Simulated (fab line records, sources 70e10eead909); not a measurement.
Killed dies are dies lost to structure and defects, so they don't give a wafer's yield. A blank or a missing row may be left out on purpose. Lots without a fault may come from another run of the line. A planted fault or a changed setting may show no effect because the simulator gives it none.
Chamber matching | flow nand_harc | NHARC_A_CHANNEL_FILL_D2_ALD_02 on ald_hk-01: 4 sister chambers
The step deposits SiO2, target thk 6 nm, pulse time 10 s, ald cycles 60. 18 wafers are shown with their chamber, then 9 later ones without.

WAFERS WITH THEIR CHAMBER
wafer  | chamber | heater_power_w (W) | precursor_pulse_height_rel
L075.2 | 1       | 510                | 0.980
L075.3 | 2       | 448                | 1.004
L075.5 | 2       | 451                | 0.997
L075.1 | 3       | 434                | 1.014
L075.4 | 0       | 472                | 0.997
L075.6 | 1       | 517                | 1.013
L076.1 | 0       | 469                | 1.020
L076.5 | 3       | 419                | 0.982
L076.6 | 2       | 455                | 0.986
L078.2 | 2       | 448                | 0.996
L078.4 | 1       | 506                | 0.982
L078.5 | 3       | 437                | 1.016
L082.1 | 1       | 530                | 0.984
L082.4 | 3       | 433                | 0.989
L082.5 | 2       | 458                | 0.981
L087.1 | 1       | 526                | 0.968
L087.2 | 0       | 461                | 0.979
L087.3 | 3       | 425                | 1.017

SIGNATURES (means of the wafers above)
reading                    | chamber 0 | chamber 1 | chamber 2 | chamber 3 | scatter within a chamber
heater_power_w             | 467.33    | 517.80    | 452.00    | 429.60    | 7.46
precursor_pulse_height_rel | 0.99867   | 0.98540   | 0.99280   | 1.00360   | 0.0156
Rule: a wafer's distance from a chamber is the root of the sum, over the readings, of the square of ((its reading less the chamber's mean) divided by the reading's scatter). The wafer belongs to the nearest chamber; if the next one is less than 2 further off, it can't be placed. The scatter: the root of (the sum of the squares of (reading less its chamber's mean) over the shown wafers, divided by (wafers less chambers)).

WAFERS WITHOUT THEIR CHAMBER
wafer  | heater_power_w (W) | precursor_pulse_height_rel
L090.1 | 459                | 0.994
L090.3 | 526                | 0.975
L090.4 | 455                | 1.008
L089.1 | 512                | 0.970
L089.2 | 435                | 1.007
L089.3 | 440                | 0.997
L094.1 | 452                | 1.052
L094.4 | 421                | 1.006
L094.5 | 460                | 1.012

WHICH CHAMBER EACH WENT THROUGH
wafer  | from the rows above          | in truth
L090.1 | can't be placed: 2 or 0      | 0
L090.3 | 1                            | 1
L090.4 | can't be placed: 2 or 0      | 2
L089.1 | 1                            | 1
L089.2 | can't be placed: 3 or 2      | 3
L089.3 | can't be placed: 3 or 2      | 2
L094.1 | can't be placed: 2 or 0 or 3 | 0
L094.4 | 3                            | 3
L094.5 | can't be placed: 0 or 2      | 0
Placed correctly: 3 of 9. Can't be placed from these rows: 6 (the true chamber is among the candidates in 6). Placed wrongly: 0.
